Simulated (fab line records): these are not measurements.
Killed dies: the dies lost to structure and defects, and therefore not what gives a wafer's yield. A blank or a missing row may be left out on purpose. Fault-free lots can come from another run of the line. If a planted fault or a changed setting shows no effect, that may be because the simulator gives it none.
fab line records || flow n5_finfet
[record] {"lots": 12, "wafers": 34, "last_day": 18}
route steps=1938 shown BEOL_M5@1172 PASSIVATION@1936
lots that met no fault: from a run of the same line without faults
start_h: hours from the record's opening day to when the first of the lot's shown wafers began || wait_h: hours elapsed since this lot's preceding step || " the same as in the row above || L1.1+2: a single row standing in for several wafers || - either no value or no given start || * or withheld: withheld || < > ~ a bound
route shown NAME@n: NAME is a module with steps in the file, n the number in the route of the first one || usual: mean/standard deviation of fault-free wafers || same: alike in all rows || chamber/n: place in a boat || sites: the reading at each site || _std_site: the values' standard deviation || _edge_site: inner sites' mean taken away from outer sites' mean || radius_mm: for every site, how far away it sits from the centre of the wafer || mask NAME#n: copy n || behind: the last tool/chamber to shape the wafer || hold: what put the lot on hold/how long, in hours/how the hold closed || device: which transistor (n, p or np) failed to switch || end of line: the route-end tests of the same wafers || step lacking rows: just its recipe || killed: dies lost to structure and defects at the first sort, not the wafer's yield || map: per-die view of a wafer (x killed, . not killed, _ where there is no die)
set.NAME: setting as actually run; set.NAME@STEP: the setting as run at that earlier step || model.NAME: the simulator's own value behind a step, which no gauge read
one table for each step of the route and one row for each wafer, over a sample of lots
services: a tool's chamber out of use, with start hour (start_h, from the record's first day; less than 0 if before it), hours out, and reason
[[steps]]
[step N5_BEOL_M5_ALD_86]
[recipe] {"material": "TaN", "target_thk_a": "*", "temp_c": 275, "ald_precursor_family": "PDMAT", "ald_co_reactant": "NH3", "pressure_torr": 3, "carrier_flow_sccm": 1500, "pulse_time_s": 2, "purge_time_s": 3, "co_reactant_purge_time_s": 2, "co_reactant_pulse_time_s": 3, "ald_cycles": 30, "precursor_vessel_temp_c": 75, "precursor_vessel_pressure_torr": 26.25, "precursor_vessel_carrier_sccm": 1000}
[usual] {"heater_power_w": "443/42"}
[same] {"co_reactant_pulse_time_s": 3, "co_reactant_purge_time_s": 2}
{"lot.wafer": "L187.1", "tool": "ald_metal-04", "chamber": 3, "start_h": 194.85, "wait_h": 0.1, "heater_power_w": 499}
{"lot.wafer": "L187.3", "tool": "ald_metal-04", "chamber": 0, "start_h": 194.85, "wait_h": 0.1, "heater_power_w": 392}
{"lot.wafer": "L187.5", "tool": "ald_metal-04", "chamber": 2, "start_h": 194.85, "wait_h": 0.1, "heater_power_w": 395}
{"lot.wafer": "L188.1", "tool": "ald_metal-02", "chamber": 0, "start_h": 195.10, "wait_h": 0.0, "heater_power_w": 489}
{"lot.wafer": "L188.4", "tool": "ald_metal-02", "chamber": 3, "start_h": 195.10, "wait_h": 0.0, "heater_power_w": 408}
{"lot.wafer": "L188.6", "tool": "ald_metal-02", "chamber": 3, "start_h": 195.10, "wait_h": 0.0, "heater_power_w": 407}
{"lot.wafer": "L189.3", "tool": "ald_metal-02", "chamber": 3, "start_h": 212.12, "wait_h": 0.0, "heater_power_w": 412}
{"lot.wafer": "L189.4", "tool": "ald_metal-02", "chamber": 0, "start_h": 212.12, "wait_h": 0.0, "heater_power_w": 489}
{"lot.wafer": "L189.6", "tool": "ald_metal-02", "chamber": 3, "start_h": 212.12, "wait_h": 0.0, "heater_power_w": 406}
{"lot.wafer": "L191.1", "tool": "ald_metal-02", "chamber": 2, "start_h": 223.30, "wait_h": 0.0, "heater_power_w": 429}
{"lot.wafer": "L191.4", "tool": "ald_metal-02", "chamber": 3, "start_h": 223.30, "wait_h": 0.0, "heater_power_w": 429}
{"lot.wafer": "L191.6", "tool": "ald_metal-02", "chamber": 1, "start_h": 223.30, "wait_h": 0.0, "heater_power_w": 478}
{"lot.wafer": "L190.2", "tool": "ald_metal-04", "chamber": 1, "start_h": 223.55, "wait_h": 0.0, "heater_power_w": 458}
{"lot.wafer": "L190.3", "tool": "ald_metal-04", "chamber": 0, "start_h": 223.55, "wait_h": 0.0, "heater_power_w": 401}
{"lot.wafer": "L190.6", "tool": "ald_metal-04", "chamber": 3, "start_h": 223.55, "wait_h": 0.0, "heater_power_w": 503}
{"lot.wafer": "L192.4", "tool": "ald_metal-01", "chamber": 3, "start_h": 224.91, "wait_h": 0.0, "heater_power_w": 427}
{"lot.wafer": "L192.5", "tool": "ald_metal-01", "chamber": 1, "start_h": 224.91, "wait_h": 0.0, "heater_power_w": 432}
{"lot.wafer": "L192.6", "tool": "ald_metal-01", "chamber": 0, "start_h": 224.91, "wait_h": 0.0, "heater_power_w": 380}
{"lot.wafer": "L194.2", "tool": "ald_metal-02", "chamber": 1, "start_h": 229.58, "wait_h": 0.1, "heater_power_w": 479}
{"lot.wafer": "L194.4", "tool": "ald_metal-02", "chamber": 3, "start_h": 229.58, "wait_h": 0.1, "heater_power_w": 416}
{"lot.wafer": "L194.5", "tool": "ald_metal-02", "chamber": 0, "start_h": 229.58, "wait_h": 0.1, "heater_power_w": 491}
{"lot.wafer": "L195.1", "tool": "ald_metal-01", "chamber": 1, "start_h": 241.11, "wait_h": 0.0, "heater_power_w": 440}
{"lot.wafer": "L195.4", "tool": "ald_metal-01", "chamber": 2, "start_h": 241.11, "wait_h": 0.0, "heater_power_w": 481}
{"lot.wafer": "L195.6", "tool": "ald_metal-01", "chamber": 1, "start_h": 241.11, "wait_h": 0.0, "heater_power_w": 438}
{"lot.wafer": "L196.3", "tool": "ald_metal-04", "chamber": 3, "start_h": 249.93, "wait_h": 0.0, "heater_power_w": 516}
{"lot.wafer": "L196.4", "tool": "ald_metal-04", "chamber": 1, "start_h": 249.93, "wait_h": 0.0, "heater_power_w": 456}
{"lot.wafer": "L206.3", "tool": "ald_metal-02", "chamber": 3, "start_h": 314.39, "wait_h": 0.0, "heater_power_w": 419}
{"lot.wafer": "L206.4", "tool": "ald_metal-02", "chamber": 2, "start_h": 314.39, "wait_h": 0.0, "heater_power_w": 433}
{"lot.wafer": "L206.6", "tool": "ald_metal-02", "chamber": 0, "start_h": 314.39, "wait_h": 0.0, "heater_power_w": 485}
{"lot.wafer": "L207.2", "tool": "ald_metal-02", "chamber": 1, "start_h": 315.30, "wait_h": 0.0, "heater_power_w": 467}
{"lot.wafer": "L207.5", "tool": "ald_metal-02", "chamber": 0, "start_h": 315.30, "wait_h": 0.0, "heater_power_w": 468}
{"lot.wafer": "L207.6", "tool": "ald_metal-02", "chamber": 1, "start_h": 315.30, "wait_h": 0.0, "heater_power_w": 476}
{"lot.wafer": "L209.2", "tool": "ald_metal-04", "chamber": 1, "start_h": 325.63, "wait_h": 0.0, "heater_power_w": 442}
{"lot.wafer": "L209.5", "tool": "ald_metal-04", "chamber": 3, "start_h": 325.63, "wait_h": 0.0, "heater_power_w": 517}
[step N5_BEOL_M5_ANNEAL_82]
[recipe] {"temp_c": 400, "time_s": 1800, "ambient": "vacuum"}
[usual] {"heater_power_w": "848/58"}
{"lot.wafer": "L187.1", "tool": "pvd_sputter-01", "chamber": "-", "start_h": 196.54, "wait_h": 0.0, "heater_power_w": 923}
{"lot.wafer": "L187.3", "tool": "pvd_sputter-01", "chamber": "-", "start_h": 196.54, "wait_h": 0.0, "heater_power_w": 888}
{"lot.wafer": "L187.5", "tool": "pvd_sputter-01", "chamber": "-", "start_h": 196.54, "wait_h": 0.0, "heater_power_w": 860}
{"lot.wafer": "L188.1", "tool": "pvd_sputter-03", "chamber": "-", "start_h": 196.70, "wait_h": 0.0, "heater_power_w": 841}
{"lot.wafer": "L188.4", "tool": "pvd_sputter-03", "chamber": "-", "start_h": 196.70, "wait_h": 0.0, "heater_power_w": 923}
{"lot.wafer": "L188.6", "tool": "pvd_sputter-03", "chamber": "-", "start_h": 196.70, "wait_h": 0.0, "heater_power_w": 895}
{"lot.wafer": "L189.3", "tool": "pvd_sputter-01", "chamber": "-", "start_h": 213.88, "wait_h": 0.0, "heater_power_w": 875}
{"lot.wafer": "L189.4", "tool": "pvd_sputter-01", "chamber": "-", "start_h": 213.88, "wait_h": 0.0, "heater_power_w": 874}
{"lot.wafer": "L189.6", "tool": "pvd_sputter-01", "chamber": "-", "start_h": 213.88, "wait_h": 0.0, "heater_power_w": 919}
{"lot.wafer": "L191.1", "tool": "pvd_sputter-02", "chamber": "-", "start_h": 225.22, "wait_h": 0.0, "heater_power_w": 801}
{"lot.wafer": "L191.4", "tool": "pvd_sputter-02", "chamber": "-", "start_h": 225.22, "wait_h": 0.0, "heater_power_w": 816}
{"lot.wafer": "L191.6", "tool": "pvd_sputter-02", "chamber": "-", "start_h": 225.22, "wait_h": 0.0, "heater_power_w": 859}
{"lot.wafer": "L190.2", "tool": "pvd_sputter-01", "chamber": "-", "start_h": 225.46, "wait_h": 0.0, "heater_power_w": 769}
{"lot.wafer": "L190.3", "tool": "pvd_sputter-01", "chamber": "-", "start_h": 225.46, "wait_h": 0.0, "heater_power_w": 863}
{"lot.wafer": "L190.6", "tool": "pvd_sputter-01", "chamber": "-", "start_h": 225.46, "wait_h": 0.0, "heater_power_w": 872}
{"lot.wafer": "L192.4", "tool": "pvd_sputter-03", "chamber": "-", "start_h": 228.73, "wait_h": 0.0, "heater_power_w": 834}
{"lot.wafer": "L192.5", "tool": "pvd_sputter-03", "chamber": "-", "start_h": 228.73, "wait_h": 0.0, "heater_power_w": 896}
{"lot.wafer": "L192.6", "tool": "pvd_sputter-03", "chamber": "-", "start_h": 228.73, "wait_h": 0.0, "heater_power_w": 838}
{"lot.wafer": "L194.2", "tool": "pvd_sputter-02", "chamber": "-", "start_h": 231.49, "wait_h": 0.0, "heater_power_w": 785}
{"lot.wafer": "L194.4", "tool": "pvd_sputter-02", "chamber": "-", "start_h": 231.49, "wait_h": 0.0, "heater_power_w": 867}
{"lot.wafer": "L194.5", "tool": "pvd_sputter-02", "chamber": "-", "start_h": 231.49, "wait_h": 0.0, "heater_power_w": 766}
{"lot.wafer": "L195.1", "tool": "pvd_sputter-01", "chamber": "-", "start_h": 243.10, "wait_h": 0.0, "heater_power_w": 893}
{"lot.wafer": "L195.4", "tool": "pvd_sputter-01", "chamber": "-", "start_h": 243.10, "wait_h": 0.0, "heater_power_w": 888}
{"lot.wafer": "L195.6", "tool": "pvd_sputter-01", "chamber": "-", "start_h": 243.10, "wait_h": 0.0, "heater_power_w": 921}
{"lot.wafer": "L196.3", "tool": "pvd_sputter-02", "chamber": "-", "start_h": 251.90, "wait_h": 0.0, "heater_power_w": 894}
{"lot.wafer": "L196.4", "tool": "pvd_sputter-02", "chamber": "-", "start_h": 251.90, "wait_h": 0.0, "heater_power_w": 797}
{"lot.wafer": "L206.3", "tool": "pvd_sputter-01", "chamber": "-", "start_h": 316.08, "wait_h": 0.0, "heater_power_w": 883}
{"lot.wafer": "L206.4", "tool": "pvd_sputter-01", "chamber": "-", "start_h": 316.08, "wait_h": 0.0, "heater_power_w": 872}
{"lot.wafer": "L206.6", "tool": "pvd_sputter-01", "chamber": "-", "start_h": 316.08, "wait_h": 0.0, "heater_power_w": 942}
{"lot.wafer": "L207.2", "tool": "pvd_sputter-03", "chamber": "-", "start_h": 319.29, "wait_h": 0.0, "heater_power_w": 713}
{"lot.wafer": "L207.5", "tool": "pvd_sputter-03", "chamber": "-", "start_h": 319.29, "wait_h": 0.0, "heater_power_w": 839}
{"lot.wafer": "L207.6", "tool": "pvd_sputter-03", "chamber": "-", "start_h": 319.29, "wait_h": 0.0, "heater_power_w": 888}
{"lot.wafer": "L209.2", "tool": "pvd_sputter-01", "chamber": "-", "start_h": 327.50, "wait_h": 0.0, "heater_power_w": 855}
{"lot.wafer": "L209.5", "tool": "pvd_sputter-01", "chamber": "-", "start_h": 327.50, "wait_h": 0.0, "heater_power_w": 892}
[step N5_BEOL_M5_SPUTTER_83]
[recipe] {"material": "Cu", "target_thk_a": 150, "temp_c": -20, "chamber_pressure_pa": 0.07, "power_w": "withheld", "time_s": 27.62}
[usual] {"substrate_temp_c": "-20.00/0.1", "throttle_valve_pct": "29.7/0.88"}
{"lot.wafer": "L187.1", "tool": "pvd_sputter-01", "chamber": "-", "start_h": 197.55, "wait_h": 0.5, "substrate_temp_c": -20.01, "throttle_valve_pct": 28.4}
{"lot.wafer": "L187.3", "tool": "pvd_sputter-01", "chamber": "-", "start_h": 197.55, "wait_h": 0.5, "substrate_temp_c": -20.23, "throttle_valve_pct": 30.5}
{"lot.wafer": "L187.5", "tool": "pvd_sputter-01", "chamber": "-", "start_h": 197.55, "wait_h": 0.5, "substrate_temp_c": -20.15, "throttle_valve_pct": 30.5}
{"lot.wafer": "L188.1", "tool": "pvd_sputter-03", "chamber": "-", "start_h": 197.71, "wait_h": 0.5, "substrate_temp_c": -20.05, "throttle_valve_pct": 30.6}
{"lot.wafer": "L188.4", "tool": "pvd_sputter-03", "chamber": "-", "start_h": 197.71, "wait_h": 0.5, "substrate_temp_c": -19.97, "throttle_valve_pct": 28.6}
{"lot.wafer": "L188.6", "tool": "pvd_sputter-03", "chamber": "-", "start_h": 197.71, "wait_h": 0.5, "substrate_temp_c": -19.91, "throttle_valve_pct": 28.7}
{"lot.wafer": "L189.3", "tool": "pvd_sputter-01", "chamber": "-", "start_h": 214.89, "wait_h": 0.5, "substrate_temp_c": -20.05, "throttle_valve_pct": 28.8}
{"lot.wafer": "L189.4", "tool": "pvd_sputter-01", "chamber": "-", "start_h": 214.89, "wait_h": 0.5, "substrate_temp_c": -20.12, "throttle_valve_pct": 30.2}
{"lot.wafer": "L189.6", "tool": "pvd_sputter-01", "chamber": "-", "start_h": 214.89, "wait_h": 0.5, "substrate_temp_c": -19.85, "throttle_valve_pct": 28.3}
{"lot.wafer": "L191.1", "tool": "pvd_sputter-02", "chamber": "-", "start_h": 226.23, "wait_h": 0.5, "substrate_temp_c": -20.11, "throttle_valve_pct": 29.6}
{"lot.wafer": "L191.4", "tool": "pvd_sputter-02", "chamber": "-", "start_h": 226.23, "wait_h": 0.5, "substrate_temp_c": -19.99, "throttle_valve_pct": 31.0}
{"lot.wafer": "L191.6", "tool": "pvd_sputter-02", "chamber": "-", "start_h": 226.23, "wait_h": 0.5, "substrate_temp_c": -20.08, "throttle_valve_pct": 30.4}
{"lot.wafer": "L190.2", "tool": "pvd_sputter-01", "chamber": "-", "start_h": 226.47, "wait_h": 0.5, "substrate_temp_c": -19.94, "throttle_valve_pct": 29.8}
{"lot.wafer": "L190.3", "tool": "pvd_sputter-01", "chamber": "-", "start_h": 226.47, "wait_h": 0.5, "substrate_temp_c": -19.95, "throttle_valve_pct": 28.7}
{"lot.wafer": "L190.6", "tool": "pvd_sputter-01", "chamber": "-", "start_h": 226.47, "wait_h": 0.5, "substrate_temp_c": -20.02, "throttle_valve_pct": 28.8}
{"lot.wafer": "L192.4", "tool": "pvd_sputter-03", "chamber": "-", "start_h": 229.74, "wait_h": 0.5, "substrate_temp_c": -19.87, "throttle_valve_pct": 29.2}
{"lot.wafer": "L192.5", "tool": "pvd_sputter-03", "chamber": "-", "start_h": 229.74, "wait_h": 0.5, "substrate_temp_c": -19.94, "throttle_valve_pct": 28.5}
{"lot.wafer": "L192.6", "tool": "pvd_sputter-03", "chamber": "-", "start_h": 229.74, "wait_h": 0.5, "substrate_temp_c": -20.05, "throttle_valve_pct": 29.4}
{"lot.wafer": "L194.2", "tool": "pvd_sputter-02", "chamber": "-", "start_h": 232.49, "wait_h": 0.5, "substrate_temp_c": -19.96, "throttle_valve_pct": 30.6}
{"lot.wafer": "L194.4", "tool": "pvd_sputter-02", "chamber": "-", "start_h": 232.49, "wait_h": 0.5, "substrate_temp_c": -19.92, "throttle_valve_pct": 30.3}
{"lot.wafer": "L194.5", "tool": "pvd_sputter-02", "chamber": "-", "start_h": 232.49, "wait_h": 0.5, "substrate_temp_c": -19.96, "throttle_valve_pct": 29.9}
{"lot.wafer": "L195.1", "tool": "pvd_sputter-01", "chamber": "-", "start_h": 244.10, "wait_h": 0.5, "substrate_temp_c": -20.09, "throttle_valve_pct": 28.4}
{"lot.wafer": "L195.4", "tool": "pvd_sputter-01", "chamber": "-", "start_h": 244.10, "wait_h": 0.5, "substrate_temp_c": -20.00, "throttle_valve_pct": 30.5}
{"lot.wafer": "L195.6", "tool": "pvd_sputter-01", "chamber": "-", "start_h": 244.10, "wait_h": 0.5, "substrate_temp_c": -20.03, "throttle_valve_pct": 28.2}
{"lot.wafer": "L196.3", "tool": "pvd_sputter-02", "chamber": "-", "start_h": 252.90, "wait_h": 0.5, "substrate_temp_c": -19.99, "throttle_valve_pct": 29.8}
{"lot.wafer": "L196.4", "tool": "pvd_sputter-02", "chamber": "-", "start_h": 252.90, "wait_h": 0.5, "substrate_temp_c": -20.07, "throttle_valve_pct": 29.8}
{"lot.wafer": "L206.3", "tool": "pvd_sputter-01", "chamber": "-", "start_h": 317.09, "wait_h": 0.5, "substrate_temp_c": -19.79, "throttle_valve_pct": 30.6}
{"lot.wafer": "L206.4", "tool": "pvd_sputter-01", "chamber": "-", "start_h": 317.09, "wait_h": 0.5, "substrate_temp_c": -20.08, "throttle_valve_pct": 28.6}
{"lot.wafer": "L206.6", "tool": "pvd_sputter-01", "chamber": "-", "start_h": 317.09, "wait_h": 0.5, "substrate_temp_c": -20.05, "throttle_valve_pct": 28.4}
{"lot.wafer": "L207.2", "tool": "pvd_sputter-03", "chamber": "-", "start_h": 320.29, "wait_h": 0.5, "substrate_temp_c": -20.06, "throttle_valve_pct": 30.9}
{"lot.wafer": "L207.5", "tool": "pvd_sputter-03", "chamber": "-", "start_h": 320.29, "wait_h": 0.5, "substrate_temp_c": -19.82, "throttle_valve_pct": 29.3}
{"lot.wafer": "L207.6", "tool": "pvd_sputter-03", "chamber": "-", "start_h": 320.29, "wait_h": 0.5, "substrate_temp_c": -19.96, "throttle_valve_pct": 28.3}
{"lot.wafer": "L209.2", "tool": "pvd_sputter-01", "chamber": "-", "start_h": 328.50, "wait_h": 0.5, "substrate_temp_c": -20.00, "throttle_valve_pct": 28.4}
{"lot.wafer": "L209.5", "tool": "pvd_sputter-01", "chamber": "-", "start_h": 328.50, "wait_h": 0.5, "substrate_temp_c": -20.04, "throttle_valve_pct": 28.6}
[step N5_BEOL_M5_ECD_50]
[recipe] {"material": "Cu", "target_thk_a": 3000}
{"lot.wafer": "L187.1+3+5", "tool": "ecd_cu-02", "chamber": "1,0,0", "start_h": 199.84, "wait_h": 0.1}
{"lot.wafer": "L188.1+4+6", "tool": "ecd_cu-01", "chamber": "0,1,1", "start_h": 200.00, "wait_h": 0.1}
{"lot.wafer": "L189.3+4+6", "tool": "ecd_cu-02", "chamber": "1,0,1", "start_h": 217.20, "wait_h": 0.1}
{"lot.wafer": "L191.1+4+6", "tool": "ecd_cu-02", "chamber": 0, "start_h": 228.52, "wait_h": 0.1}
{"lot.wafer": "L190.2+3+6", "tool": "ecd_cu-01", "chamber": "0,1,0", "start_h": 228.76, "wait_h": 0.1}
{"lot.wafer": "L192.4+5+6", "tool": "ecd_cu-02", "chamber": "1,0,1", "start_h": 232.05, "wait_h": 0.1}
{"lot.wafer": "L194.2+4+5", "tool": "ecd_cu-01", "chamber": "1,0,1", "start_h": 234.78, "wait_h": 0.1}
{"lot.wafer": "L195.1+4+6", "tool": "ecd_cu-01", "chamber": "1,0,0", "start_h": 246.39, "wait_h": 0.1}
{"lot.wafer": "L196.3+4", "tool": "ecd_cu-01", "chamber": "1,0", "start_h": 255.22, "wait_h": 0.1}
{"lot.wafer": "L206.3+4+6", "tool": "ecd_cu-02", "chamber": "1,0,0", "start_h": 319.40, "wait_h": 0.1}
{"lot.wafer": "L207.2+5+6", "tool": "ecd_cu-02", "chamber": "0,1,0", "start_h": 322.58, "wait_h": 0.1}
{"lot.wafer": "L209.2+5", "tool": "ecd_cu-02", "chamber": "1,0", "start_h": 330.81, "wait_h": 0.1}
[step N5_BEOL_M5_CMP_52]
[recipe] {"stop_on": "SiCOH_lowk", "t_overpolish_s": 6.9, "down_force_psi": 1, "platen_rpm": 50, "clearing_platen_down_force_psi": 1.5, "clearing_platen_rpm": 50, "post_cmp_clean": "cu_alkaline", "target_thk_nm": 62, "clearing_platen_pad_velocity_m_s": 0.99484, "pad_velocity_m_s": 0.99484}
[usual] {"motor_current_A": "6.2/0.8", "time_to_endpoint_s": "62/3.4"}
{"lot.wafer": "L187.1", "tool": "cmp-03", "chamber": 0, "start_h": 200.26, "wait_h": 0.3, "motor_current_A": 7.2, "time_to_endpoint_s": 62}
{"lot.wafer": "L187.3", "tool": "cmp-03", "chamber": 2, "start_h": 200.26, "wait_h": 0.3, "motor_current_A": 6.4, "time_to_endpoint_s": 61}
{"lot.wafer": "L187.5", "tool": "cmp-03", "chamber": 3, "start_h": 200.26, "wait_h": 0.3, "motor_current_A": 6.0, "time_to_endpoint_s": 63}
{"lot.wafer": "L188.4", "tool": "cmp-02", "chamber": 2, "start_h": 200.77, "wait_h": 0.4, "motor_current_A": 6.4, "time_to_endpoint_s": 57}
{"lot.wafer": "L188.1", "tool": "cmp-02", "chamber": 3, "start_h": 200.77, "wait_h": 0.4, "motor_current_A": 6.2, "time_to_endpoint_s": 69}
{"lot.wafer": "L188.6", "tool": "cmp-02", "chamber": 1, "start_h": 200.77, "wait_h": 0.4, "motor_current_A": 7.2, "time_to_endpoint_s": 69}
{"lot.wafer": "L189.4", "tool": "cmp-02", "chamber": 2, "start_h": 217.60, "wait_h": 0.2, "motor_current_A": 5.9, "time_to_endpoint_s": 58}
{"lot.wafer": "L189.3", "tool": "cmp-02", "chamber": 3, "start_h": 217.60, "wait_h": 0.2, "motor_current_A": 6.4, "time_to_endpoint_s": 68}
{"lot.wafer": "L189.6", "tool": "cmp-02", "chamber": 2, "start_h": 217.60, "wait_h": 0.2, "motor_current_A": 5.8, "time_to_endpoint_s": 59}
{"lot.wafer": "L191.1", "tool": "cmp-01", "chamber": 2, "start_h": 228.94, "wait_h": 0.3, "motor_current_A": 4.7, "time_to_endpoint_s": 53}
{"lot.wafer": "L191.4", "tool": "cmp-01", "chamber": 3, "start_h": 228.94, "wait_h": 0.3, "motor_current_A": 5.0, "time_to_endpoint_s": 64}
{"lot.wafer": "L191.6", "tool": "cmp-01", "chamber": 1, "start_h": 228.94, "wait_h": 0.3, "motor_current_A": 6.8, "time_to_endpoint_s": 56}
{"lot.wafer": "L190.2", "tool": "cmp-03", "chamber": 3, "start_h": 229.18, "wait_h": 0.2, "motor_current_A": 5.9, "time_to_endpoint_s": 61}
{"lot.wafer": "L190.3", "tool": "cmp-03", "chamber": 1, "start_h": 229.18, "wait_h": 0.2, "motor_current_A": 5.8, "time_to_endpoint_s": 63}
{"lot.wafer": "L190.6", "tool": "cmp-03", "chamber": 2, "start_h": 229.18, "wait_h": 0.2, "motor_current_A": 6.3, "time_to_endpoint_s": 58}
{"lot.wafer": "L192.4", "tool": "cmp-01", "chamber": 3, "start_h": 232.50, "wait_h": 0.2, "motor_current_A": 5.2, "time_to_endpoint_s": 60}
{"lot.wafer": "L192.5", "tool": "cmp-01", "chamber": 1, "start_h": 232.50, "wait_h": 0.2, "motor_current_A": 6.3, "time_to_endpoint_s": 57}
{"lot.wafer": "L192.6", "tool": "cmp-01", "chamber": 2, "start_h": 232.50, "wait_h": 0.2, "motor_current_A": 4.7, "time_to_endpoint_s": 56}
{"lot.wafer": "L194.2", "tool": "cmp-02", "chamber": 2, "start_h": 236.39, "wait_h": 1.3, "motor_current_A": 6.2, "time_to_endpoint_s": 60}
{"lot.wafer": "L194.4", "tool": "cmp-02", "chamber": 0, "start_h": 236.39, "wait_h": 1.3, "motor_current_A": 6.6, "time_to_endpoint_s": 60}
{"lot.wafer": "L194.5", "tool": "cmp-02", "chamber": 1, "start_h": 236.39, "wait_h": 1.3, "motor_current_A": 7.1, "time_to_endpoint_s": 66}
{"lot.wafer": "L195.4", "tool": "cmp-02", "chamber": 0, "start_h": 246.78, "wait_h": 0.1, "motor_current_A": 6.0, "time_to_endpoint_s": 59}
{"lot.wafer": "L195.1", "tool": "cmp-02", "chamber": 3, "start_h": 246.78, "wait_h": 0.1, "motor_current_A": 5.9, "time_to_endpoint_s": 65}
{"lot.wafer": "L195.6", "tool": "cmp-02", "chamber": 1, "start_h": 246.78, "wait_h": 0.1, "motor_current_A": 7.5, "time_to_endpoint_s": 64}
{"lot.wafer": "L196.3", "tool": "cmp-02", "chamber": 2, "start_h": 255.58, "wait_h": 0.2, "motor_current_A": 6.6, "time_to_endpoint_s": 56}
{"lot.wafer": "L196.4", "tool": "cmp-02", "chamber": 0, "start_h": 255.58, "wait_h": 0.2, "motor_current_A": 7.1, "time_to_endpoint_s": 36}
{"lot.wafer": "L206.4", "tool": "cmp-01", "chamber": 3, "start_h": 319.76, "wait_h": 0.1, "motor_current_A": 5.1, "time_to_endpoint_s": 65}
{"lot.wafer": "L206.3", "tool": "cmp-01", "chamber": 2, "start_h": 319.76, "wait_h": 0.1, "motor_current_A": 4.7, "time_to_endpoint_s": 59}
{"lot.wafer": "L206.6", "tool": "cmp-01", "chamber": 3, "start_h": 319.76, "wait_h": 0.1, "motor_current_A": 5.0, "time_to_endpoint_s": 67}
{"lot.wafer": "L207.2", "tool": "cmp-01", "chamber": 1, "start_h": 323.65, "wait_h": 0.3, "motor_current_A": 6.4, "time_to_endpoint_s": 61}
{"lot.wafer": "L207.5", "tool": "cmp-01", "chamber": 2, "start_h": 323.65, "wait_h": 0.3, "motor_current_A": 4.8, "time_to_endpoint_s": 59}
{"lot.wafer": "L207.6", "tool": "cmp-01", "chamber": 3, "start_h": 323.65, "wait_h": 0.3, "motor_current_A": 5.2, "time_to_endpoint_s": 64}
{"lot.wafer": "L209.2", "tool": "cmp-01", "chamber": 3, "start_h": 331.27, "wait_h": 0.3, "motor_current_A": 5.0, "time_to_endpoint_s": 66}
{"lot.wafer": "L209.5", "tool": "cmp-01", "chamber": 2, "start_h": 331.27, "wait_h": 0.3, "motor_current_A": 4.6, "time_to_endpoint_s": 60}
[step N5_PASSIVATION_PROBE_49]
[usual] {"defect_limited_yield": "91.7/1.4", "killed_at_M0_to_M3": "31/11", "killed_at_M4_up": "13/4.6", "killed_at_contacts": "13/6.7", "killed_at_front_end": "39/9.6", "killed_at_other": "3.5/2.8", "killed_dies": "98/16", "killed_open": "64/11", "killed_short": "33/8.5", "sort_bin_5_function": "4.9/0.96", "sort_bin_6_memory": "3.1/0.59", "sort_bin_8_speed": "0.2/1.3", "sort_n_pass": "1080/23"}
[same] {"gross_dies": 1180, "killed_at_back_side": 0, "sort_bin_4_leakage[%]": 0}
{"lot.wafer": "L196.3", "tool": "prober-01", "chamber": "-", "start_h": 343.71, "wait_h": 0.1, "defect_limited_yield[%]": 91.1, "killed_at_M0_to_M3": 38, "killed_at_M4_up": 25, "killed_at_contacts": 9, "killed_at_front_end": 32, "killed_at_other": 1, "killed_dies": 105, "killed_open": 65, "killed_short": 40, "sort_bin_5_function[%]": 5.8, "sort_bin_6_memory[%]": 2.9, "sort_bin_8_speed[%]": 0, "sort_n_pass": 1075}
// killed by level:class
L196.3 BEOL_M0_SAQP:geometric_particle:open=11 BEOL_M4:geometric_particle:open=11 BEOL_M0_SAQP:geometric_particle:short=10 FIN_SAQP:geometric_particle:short=8 FIN_SAQP:geometric_particle:open=8 BEOL_M8:geometric_particle:open=8 STI_FIN_REVEAL:geometric_particle:open=6 MOL_CONTACT_COAG:geometric_particle:open=6
[[services]]
{"tool": "cmp-01", "chamber": "-", "start_h": 213.14, "hours": 15.0, "kind": "pm"}
{"tool": "ald_metal-04", "chamber": "-", "start_h": 214.73, "hours": 0.4, "kind": "repair"}
{"tool": "ald_metal-04", "chamber": "-", "start_h": 220.14, "hours": 1.1, "kind": "repair"}
{"tool": "ald_metal-02", "chamber": "-", "start_h": 237.99, "hours": 1.2, "kind": "pm"}
{"tool": "cmp-01", "chamber": "-", "start_h": 241.18, "hours": 2.2, "kind": "pm"}
{"tool": "cmp-01", "chamber": "-", "start_h": 243.90, "hours": 4.0, "kind": "pm"}
{"tool": "ecd_cu-02", "chamber": "-", "start_h": 246.25, "hours": 6.3, "kind": "pm"}
{"tool": "cmp-01", "chamber": "-", "start_h": 247.90, "hours": "-", "kind": "consumable_replace:conditioner"}
{"tool": "cmp-02", "chamber": "-", "start_h": 248.06, "hours": 0.8, "kind": "repair"}
{"tool": "cmp-02", "chamber": "-", "start_h": 252.76, "hours": 2.7, "kind": "repair"}
{"tool": "cmp-01", "chamber": "-", "start_h": 260.80, "hours": 0.8, "kind": "repair"}
{"tool": "cmp-02", "chamber": "-", "start_h": 263.10, "hours": 2.0, "kind": "repair"}
{"tool": "cmp-03", "chamber": "-", "start_h": 281.13, "hours": 8.0, "kind": "repair"}
{"tool": "ecd_cu-01", "chamber": "-", "start_h": 283.45, "hours": 1.3, "kind": "repair"}
{"tool": "ald_metal-02", "chamber": 3, "start_h": 288.94, "hours": 4.6, "kind": "repair"}
{"tool": "ald_metal-01", "chamber": 3, "start_h": 296.75, "hours": 5.8, "kind": "repair"}
{"tool": "ald_metal-01", "chamber": "-", "start_h": 297.32, "hours": 14.6, "kind": "pm"}
{"tool": "cmp-02", "chamber": "-", "start_h": 303.32, "hours": 1.6, "kind": "repair"}
{"tool": "cmp-02", "chamber": "-", "start_h": 307.52, "hours": 0.3, "kind": "repair"}
{"tool": "ald_metal-01", "chamber": "-", "start_h": 312.85, "hours": 8.7, "kind": "pm"}
{"tool": "cmp-02", "chamber": "-", "start_h": 315.83, "hours": 4.0, "kind": "pm"}
{"tool": "cmp-02", "chamber": "-", "start_h": 319.83, "hours": 4.8, "kind": "pm"}
{"tool": "ald_metal-01", "chamber": "-", "start_h": 324.97, "hours": 6.0, "kind": "pm"}
{"tool": "ald_metal-02", "chamber": 1, "start_h": 326.00, "hours": 5.1, "kind": "repair"}
[[key]]
[first_sign] {"step": "N5_BEOL_M5_CMP_52", "reading": "time_to_endpoint_s", "direction": "down", "sigmas": 7.5, "usual": "*", "struck": "*"}
effect none on later readings
met_at N5_BEOL_M5_ECD_50
struck_lots L196
struck_wafers L196.4
not_acting_at N5_BEOL_M5_ALD_86,N5_BEOL_M5_ANNEAL_82,N5_BEOL_M5_SPUTTER_83
onset_between 246.39 255.22
[fault] {"kind": "process_parameter_drift", "tool": "ecd_cu-01", "chamber": "-", "onset_h": 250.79, "steps": "N5_BEOL_M5_ECD_50", "channel": "target_thk_a", "offset": "*", "shape": "step", "end_h": 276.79, "scope": "struck_wafers_only", "acts_in": "*", "stated": "*"}
